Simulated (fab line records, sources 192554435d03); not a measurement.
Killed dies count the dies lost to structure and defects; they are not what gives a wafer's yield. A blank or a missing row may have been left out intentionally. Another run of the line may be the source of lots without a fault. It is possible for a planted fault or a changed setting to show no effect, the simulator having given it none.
fab line records + flow n5Finfet
record:
- lots: 14
- wafers: 38
- lastDay: 16
route steps=1938 shown BEOL_M7@1320 PASSIVATION@1916
lots that met no fault: taken from a fault-free run of the same line
startH: hours from the record's opening day to when the first of the lot's shown wafers began + waitH: hours since the lot's step before + " identical to the entry in the row above + L1.1+2: several wafers, shown together as one row + - value missing, or start not given + * or withheld: withheld + < > ~ a bound
route shown NAME@n: names a module that has steps shown in the file, with the first one's number in the route + usual: mean/standard deviation taken from wafers without a fault + same: alike in all rows + chamber/n: place in a boat + sites: each site's reading + _std_site: how widely they spread, as a standard deviation + _edge_site: mean of outer sites minus mean of inner sites + radiusMm: how far each site lies from the wafer's centre + mask NAME#n: copy n + behind: the last tool/chamber to shape the wafer + hold: cause of the lot's hold/its duration in hours/its outcome + device: which transistor (n, p or np) failed to switch + end of line: at the end of the route, the tests of the same wafers + step lacking rows: just its recipe + killed: dies that structure and defects cost at the first sort, which is not the same as the wafer's yield + map: per-die view of a wafer (x killed, . not killed, _ where there is no die)
set.NAME: the run value of the setting; set.NAME@STEP: its run value at that earlier step + model.NAME: the simulator's own value behind a step, which no gauge read
the route's steps for a sample of lots (tables are steps, rows are wafers)
services: when a tool's chamber went out of use (startH, in hours from the record's first day, below 0 if earlier), for how many hours, and the reason
== steps ==
step: N5_BEOL_M7_ALD_77
recipe:
- material: TaN
- targetThkA: 20
- tempC: 275
- aldPrecursorFamily: PDMAT
- aldCoReactant: NH3
- pressureTorr: 3
- carrierFlowSccm: 1500
- pulseTimeS: 2
- purgeTimeS: 3
- coReactantPurgeTimeS: 2
- coReactantPulseTimeS: 3
- aldCycles: 40
- precursorVesselTempC: 75
- precursorVesselPressureTorr: 26.25
- precursorVesselCarrierSccm: 1000
usual:
- heaterPowerW: 420/24
| lot.wafer | tool        | chamber | startH | waitH | heaterPowerW |
|-----------|-------------|---------|--------|-------|--------------|
| L330.1    | aldMetal-04 | 2       | 195.15 | 0.1   | 455          |
| L330.2    | "           | 1       | "      | "     | 405          |
| L330.3    | "           | 3       | "      | "     | 398          |
| L331.1    | aldMetal-03 | 0       | 207.44 | 0.0   | 445          |
| L331.4    | "           | 1       | "      | "     | 433          |
| L333.2    | aldMetal-02 | 2       | 210.97 | 0.0   | 440          |
| L333.4    | "           | 0       | "      | "     | 437          |
| L333.6    | "           | 1       | "      | "     | 432          |
| L334.1    | aldMetal-02 | 2       | 217.59 | 0.1   | 442          |
| L334.3    | "           | 3       | "      | "     | 406          |
| L334.4    | "           | 1       | "      | "     | 442          |
| L335.2    | aldMetal-02 | 0       | 226.36 | 0.0   | 443          |
| L335.3    | "           | 3       | "      | "     | 406          |
| L335.6    | "           | 3       | "      | "     | 393          |
| L336.1    | aldMetal-03 | 3       | 234.94 | 0.2   | 363          |
| L336.3    | "           | 1       | "      | "     | 437          |
| L336.6    | "           | 0       | "      | "     | 442          |
| L338.1    | aldMetal-04 | 1       | 242.53 | 0.1   | 408          |
| L338.5    | "           | 0       | "      | "     | 394          |
| L339.4    | aldMetal-03 | 3       | 248.81 | 0.1   | 373          |
| L339.6    | "           | 0       | "      | "     | 450          |
| L340.1    | aldMetal-02 | 0       | 256.84 | 0.1   | 434          |
| L340.3    | "           | 1       | "      | "     | 444          |
| L340.4    | "           | 2       | "      | "     | 440          |
| L341.1    | aldMetal-03 | 1       | 257.28 | 0.1   | 427          |
| L341.3    | "           | 2       | "      | "     | 415          |
| L341.5    | "           | 3       | "      | "     | 371          |
| L343.5    | aldMetal-02 | 1       | 270.11 | 0.2   | 437          |
| L343.6    | "           | 0       | "      | "     | 427          |
| L345.1    | aldMetal-03 | 2       | 294.71 | 0.0   | 423          |
| L345.2    | "           | 3       | "      | "     | 374          |
| L345.6    | "           | 1       | "      | "     | 438          |
| L348.1    | aldMetal-04 | 0       | 305.32 | 0.1   | 409          |
| L348.3    | "           | 2       | "      | "     | 447          |
| L348.4    | "           | 3       | "      | "     | 394          |
| L349.2    | aldMetal-03 | 2       | 321.90 | 0.2   | 424          |
| L349.4    | "           | 0       | "      | "     | 442          |
| L349.5    | "           | 1       | "      | "     | 442          |
step: N5_PASSIVATION_PECVD_35
recipe:
- material: SiNx
- targetThkA: 7000
- tempC: 400
- precursor: SiH4/NH3/N2
- pressureTorr: 4.9
- rfW: 1406
- timeS: 151.3
usual:
- heaterPowerW: 419/130
- showerheadPlenumPTorr: 8.64/0.067
- showerheadVppV: 2383/120
- throttleValvePct: 30.1/1.8
| lot.wafer | tool     | chamber | startH | waitH | heaterPowerW | showerheadPlenumPTorr | showerheadVppV | throttleValvePct |
|-----------|----------|---------|--------|-------|--------------|-----------------------|----------------|------------------|
| L330.1    | pecvd-03 | 0       | 269.02 | 0.1   | 475          | 8.59                  | 2307           | 30.4             |
| L330.2    | "        | 1       | "      | "     | 237          | 8.63                  | 2525           | 32.9             |
| L330.3    | "        | 2       | "      | "     | 396          | 8.58                  | 2285           | 28.4             |
| L331.1    | pecvd-03 | 1       | 283.82 | 0.1   | 203          | 8.63                  | 2519           | 32.8             |
| L331.4    | "        | 1       | "      | "     | 240          | 8.64                  | 2565           | 32.8             |
| L333.2    | pecvd-03 | 2       | 288.95 | 0.1   | 420          | 8.58                  | 2298           | 28.6             |
| L333.4    | "        | 1       | "      | "     | 268          | 8.67                  | 2543           | 32.8             |
| L333.6    | "        | 2       | "      | "     | 262          | 8.58                  | 2305           | 28.9             |
| L334.1    | pecvd-03 | 2       | 293.58 | 0.1   | 328          | 8.57                  | 2281           | 28.7             |
| L334.3    | "        | 1       | "      | "     | 160          | 8.63                  | 2518           | 32.9             |
| L334.4    | "        | 0       | "      | "     | 468          | 8.59                  | 2334           | 30.2             |
| L335.2    | pecvd-03 | 2       | 320.29 | 0.1   | 312          | 8.58                  | 2296           | 28.9             |
| L335.3    | "        | 1       | "      | "     | 253          | 8.65                  | 2587           | 32.6             |
| L335.6    | "        | 1       | "      | "     | 272          | 8.64                  | 2532           | 32.7             |
| L338.1    | pecvd-04 | 2       | 324.02 | 0.1   | 478          | 8.65                  | 2352           | 27.7             |
| L338.5    | "        | 0       | "      | "     | 545          | 8.67                  | 2199           | 32.4             |
| L339.4    | pecvd-04 | 1       | 328.33 | 0.1   | 513          | 8.59                  | 2459           | 31.9             |
| L339.6    | "        | 2       | "      | "     | 485          | 8.66                  | 2333           | 27.8             |
| L336.1    | pecvd-04 | 1       | 329.79 | 0.1   | 539          | 8.55                  | 2466           | 31.9             |
| L336.3    | "        | 0       | "      | "     | 610          | 8.66                  | 2175           | 32.7             |
| L336.6    | "        | 0       | "      | "     | 633          | 8.66                  | 2157           | 32.4             |
| L340.1    | pecvd-01 | 2       | 343.35 | 0.1   | 594          | 8.73                  | 2437           | 27.6             |
| L340.3    | "        | 0       | "      | "     | 423          | 8.56                  | 2363           | 29.8             |
| L340.4    | "        | 0       | "      | "     | 279          | 8.58                  | 2392           | 30.0             |
| L341.1    | pecvd-04 | 1       | 344.34 | 0.1   | 453          | 8.57                  | 2462           | 31.8             |
| L341.3    | "        | 2       | "      | "     | 404          | 8.66                  | 2330           | 28.1             |
| L341.5    | "        | 1       | "      | "     | 500          | 8.56                  | 2487           | 31.9             |
| L343.5    | pecvd-04 | 2       | 347.98 | 0.1   | 515          | 8.63                  | 2310           | 27.8             |
| L343.6    | "        | 1       | "      | "     | 493          | 8.60                  | 2526           | 31.8             |
| L345.1    | pecvd-04 | 0       | 371.36 | 0.1   | 513          | 8.70                  | 2143           | 32.4             |
| L345.2    | "        | 2       | "      | "     | 524          | 8.66                  | 2356           | 28.0             |
| L345.6    | "        | 2       | "      | "     | 546          | 8.66                  | 2353           | 27.7             |
| L348.1    | pecvd-01 | 0       | 383.42 | 0.1   | 348          | 8.55                  | 2384           | 30.1             |
| L348.3    | "        | 2       | "      | "     | 600          | 8.75                  | 2401           | 28.0             |
| L348.4    | "        | 0       | "      | "     | 374          | 8.56                  | 2444           | 30.1             |
| L349.2    | pecvd-03 | 0       | 388.54 | 0.1   | 506          | 8.58                  | 2298           | 30.3             |
| L349.4    | "        | 2       | "      | "     | 418          | 8.61                  | 2278           | 29.3             |
| L349.5    | "        | 1       | "      | "     | 235          | 8.64                  | 2555           | 32.7             |
step: N5_PASSIVATION_OVL_MEAS_66
recipe:
- pointsPerWafer: 44
usual:
- PASS_OPEN_OVL: -1/5.1
| lot.wafer | tool       | chamber | startH | waitH | PASS_OPEN_OVL[nm] |
|-----------|------------|---------|--------|-------|-------------------|
| L330.1    | overlay-02 | 0       | 269.49 | 0.0   | 6                 |
| L330.2    | "          | 0       | "      | "     | 1                 |
| L330.3    | "          | 0       | "      | "     | 6                 |
| L331.1    | overlay-02 | 0       | 284.34 | 0.0   | -2                |
| L331.4    | "          | 0       | "      | "     | 1                 |
| L333.2    | overlay-01 | 0       | 289.54 | 0.0   | 1                 |
| L333.4    | "          | 0       | "      | "     | 2                 |
| L333.6    | "          | 0       | "      | "     | -1                |
| L334.1    | overlay-01 | 0       | 294.17 | 0.0   | -1                |
| L334.3    | "          | 0       | "      | "     | 8                 |
| L334.4    | "          | 0       | "      | "     | 0                 |
| L335.2    | overlay-01 | 0       | 320.88 | 0.0   | -3                |
| L335.3    | "          | 0       | "      | "     | 2                 |
| L335.6    | "          | 0       | "      | "     | -1                |
| L338.1    | overlay-02 | 0       | 324.61 | 0.0   | 4                 |
| L338.5    | "          | 0       | "      | "     | -3                |
| L339.4    | overlay-01 | 0       | 328.74 | 0.0   | 0                 |
| L339.6    | "          | 0       | "      | "     | -5                |
| L336.1    | overlay-01 | 0       | 330.25 | 0.0   | 2                 |
| L336.3    | "          | 0       | "      | "     | 1                 |
| L336.6    | "          | 0       | "      | "     | -6                |
| L340.1    | overlay-02 | 0       | 343.93 | 0.0   | -5                |
| L340.3    | "          | 0       | "      | "     | -4                |
| L340.4    | "          | 0       | "      | "     | 4                 |
| L341.1    | overlay-01 | 0       | 344.82 | 0.0   | -13               |
| L341.3    | "          | 0       | "      | "     | -4                |
| L341.5    | "          | 0       | "      | "     | -9                |
| L343.5    | overlay-02 | 0       | 348.52 | 0.0   | 2                 |
| L343.6    | "          | 0       | "      | "     | 0                 |
| L345.1    | overlay-01 | 0       | 371.94 | 0.0   | 3                 |
| L345.2    | "          | 0       | "      | "     | 2                 |
| L345.6    | "          | 0       | "      | "     | 7                 |
| L348.1    | overlay-02 | 0       | 384.01 | 0.0   | 2                 |
| L348.3    | "          | 0       | "      | "     | 0                 |
| L348.4    | "          | 0       | "      | "     | -3                |
| L349.2    | overlay-01 | 0       | 389.00 | 0.0   | 5                 |
| L349.4    | "          | 0       | "      | "     | -3                |
| L349.5    | "          | 0       | "      | "     | 2                 |
step: N5_PASSIVATION_PROBE_49
usual:
- defectLimitedYield: 91.5/1.5
- killed_at_M0_to_M3: 33/9.9
- killed_at_M4_up: 14/5.2
- killedAtContacts: 11/5.2
- killedAtFrontEnd: 38/10
- killedAtOther: 4/3.5
- killedDies: 100/18
- killedOpen: 66/14
- killedShort: 32/6.9
- sort_bin_5_function: 5.0/1
- sort_bin_6_memory: 3.1/0.69
- sort_bin_8_speed: 0.03/0.26
- sortNPass: 1080/18
- sortYieldPct: 91.5/1.5
same:
- grossDies: 1180
- killedAtBackSide: 0
- sort_bin_4_leakage[%]: 0
| lot.wafer | tool      | chamber | startH | waitH | defectLimitedYield[%] | killed_at_M0_to_M3 | killed_at_M4_up | killedAtContacts | killedAtFrontEnd | killedAtOther | killedDies | killedOpen | killedShort | sort_bin_5_function[%] | sort_bin_6_memory[%] | sort_bin_8_speed[%] | sortNPass | sortYieldPct[%] |
|-----------|-----------|---------|--------|-------|-----------------------|--------------------|-----------------|------------------|------------------|---------------|------------|------------|-------------|------------------------|----------------------|---------------------|-----------|-----------------|
| L345.1    | prober-01 | -       | 375.05 | 0.0   | 90.6                  | 29                 | 14              | 20               | 44               | 4             | 111        | 75         | 35          | 6.6                    | 2.4                  | 0                   | 1069      | 90.6            |
| L345.2    | prober-01 | -       | 375.10 | 0.1   | 89.6                  | 49                 | 15              | 25               | 30               | 4             | 123        | 91         | 32          | 6.3                    | 3.9                  | 0                   | 1057      | 89.6            |
| L345.6    | prober-01 | -       | 375.30 | 0.3   | 83.3                  | 12                 | 116             | 14               | 51               | 4             | 197        | 66         | 30          | 9.7                    | 5.2                  | 0                   | 983       | 83.3            |
| L349.2    | prober-01 | -       | 392.15 | 0.1   | 90.4                  | 31                 | 13              | 6                | 59               | 4             | 113        | 67         | 45          | 6.1                    | 2.9                  | 0                   | 1067      | 90.4            |
| L349.4    | prober-01 | -       | 392.25 | 0.2   | 89.7                  | 33                 | 17              | 18               | 52               | 1             | 121        | 81         | 36          | 6.4                    | 3.6                  | 0                   | 1059      | 89.7            |
| L349.5    | prober-01 | -       | 392.30 | 0.2   | 80.3                  | 36                 | 117             | 16               | 61               | 2             | 232        | 86         | 39          | 12.6                   | 5.3                  | 0                   | 948       | 80.3            |
killed by level:class
L345.1 FIN_SAQP:geometricParticle:open=19 MOL_CONTACT_COAG:geometricParticle:open=18 FIN_SAQP:geometricParticle:short=9 BEOL_M0_SAQP:geometricParticle:open=9 BEOL_M0_SAQP:geometricParticle:short=7 BEOL_M3:geometricParticle:open=6 BEOL_M5:geometricParticle:open=6 STI_FIN_REVEAL:geometricParticle:open=3
L345.2 MOL_CONTACT_COAG:geometricParticle:open=19 BEOL_M0_SAQP:geometricParticle:open=19 BEOL_M4:geometricParticle:open=12 FIN_SAQP:geometricParticle:open=10 BEOL_M0_SAQP:geometricParticle:short=9 FIN_SAQP:geometricParticle:short=7 BEOL_M1:geometricParticle:open=7 STI_FIN_REVEAL:geometricParticle:open=6
L345.6 BEOL_M7:unspecified=100 FIN_SAQP:geometricParticle:open=13 MOL_CONTACT_COAG:geometricParticle:open=13 FIN_SAQP:geometricParticle:short=10 STI_FIN_REVEAL:geometricParticle:open=9 BEOL_M4:geometricParticle:open=5 STARTING-WAFER:geometricParticle:short=5 GATE_CUT:geometricParticle:short=4
L349.2 FIN_SAQP:geometricParticle:short=17 FIN_SAQP:geometricParticle:open=16 GATE_CUT:geometricParticle:short=8 BEOL_M3:geometricParticle:open=8 BEOL_M0_SAQP:geometricParticle:open=7 STI_FIN_REVEAL:geometricParticle:open=6 MOL_CONTACT_COAG:geometricParticle:open=6 BEOL_M1:geometricParticle:open=5
L349.4 FIN_SAQP:geometricParticle:open=19 MOL_CONTACT_COAG:geometricParticle:open=15 BEOL_M0_SAQP:geometricParticle:open=15 BEOL_M0_SAQP:geometricParticle:short=10 FIN_SAQP:geometricParticle:short=8 STI_FIN_REVEAL:geometricParticle:open=7 STI_FIN_REVEAL:geometricParticle:short=5 BEOL_M4:geometricParticle:open=5
L349.5 BEOL_M7:unspecified=104 FIN_SAQP:geometricParticle:open=17 MOL_CONTACT_COAG:geometricParticle:open=13 BEOL_M3:geometricParticle:open=12 FIN_SAQP:geometricParticle:short=10 STI_FIN_REVEAL:geometricParticle:open=10 STI_FIN_REVEAL:geometricParticle:short=6 DUMMY_GATE:geometricParticle:open=5
== services ==
| tool        | chamber | startH | hours | kind          |
|-------------|---------|--------|-------|---------------|
| pecvd-04    | 0       | 178.86 | 2.1   | scheduledDown |
| pecvd-03    | -       | 180.29 | 2.2   | repair        |
| pecvd-04    | -       | 184.51 | 0.8   | repair        |
| aldMetal-03 | -       | 194.98 | 6.0   | pm            |
| aldMetal-04 | 2       | 200.17 | 26.2  | repair        |
| aldMetal-04 | -       | 213.44 | 14.6  | pm            |
| pecvd-01    | -       | 218.10 | 1.0   | repair        |
| pecvd-04    | -       | 242.28 | 1.9   | repair        |
| pecvd-03    | 2       | 253.61 | 5.5   | scheduledDown |
| pecvd-04    | -       | 254.34 | 14.9  | repair        |
| pecvd-03    | -       | 270.66 | 0.8   | pm            |
| aldMetal-02 | 3       | 273.05 | 17.4  | repair        |
| pecvd-03    | -       | 278.96 | 2.8   | pm            |
| pecvd-04    | 2       | 298.62 | 3.8   | repair        |
| aldMetal-03 | 1       | 329.94 | 3.8   | repair        |
| aldMetal-03 | -       | 337.25 | 14.0  | pm            |
| aldMetal-03 | 0       | 337.25 | 14.0  | ventCycle     |
| aldMetal-03 | 1       | 337.25 | 14.0  | ventCycle     |
| aldMetal-03 | 2       | 337.25 | 14.0  | ventCycle     |
| aldMetal-03 | 3       | 337.25 | 14.0  | ventCycle     |
| aldMetal-03 | 0       | 351.25 | -     | clean         |
| aldMetal-03 | 1       | 351.25 | -     | clean         |
| aldMetal-03 | 2       | 351.25 | -     | clean         |
| aldMetal-03 | 3       | 351.25 | -     | clean         |
== key ==
firstSign:
- step: N5_PASSIVATION_PROBE_49
- reading: killed_at_M4_up
- direction: up
- sigmas: 20
- usual: 14
- struck: 116
effect:
- step: N5_PASSIVATION_PROBE_49
- reading: defectLimitedYield
- direction: down
- sigmas: 6.4
- usual: 91.5
- struck: 81.8
moreKillsBornAt:
- N5_BEOL_M7_ALD_77@aldMetal-03: 204
metAt N5_BEOL_M7_ALD_77
struckLots L345,L349
struckWafers L345.6,L349.5
notActingAt N5_PASSIVATION_PECVD_35,N5_PASSIVATION_OVL_MEAS_66
onsetBetween 257.28 294.71
fault:
- kind: chamberParticleSource
- tool: aldMetal-03
- chamber: 1
- onsetH: 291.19
- steps: N5_BEOL_M7_ALD_77
- ratePerVisitCm2: 0.60397
- endH: 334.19
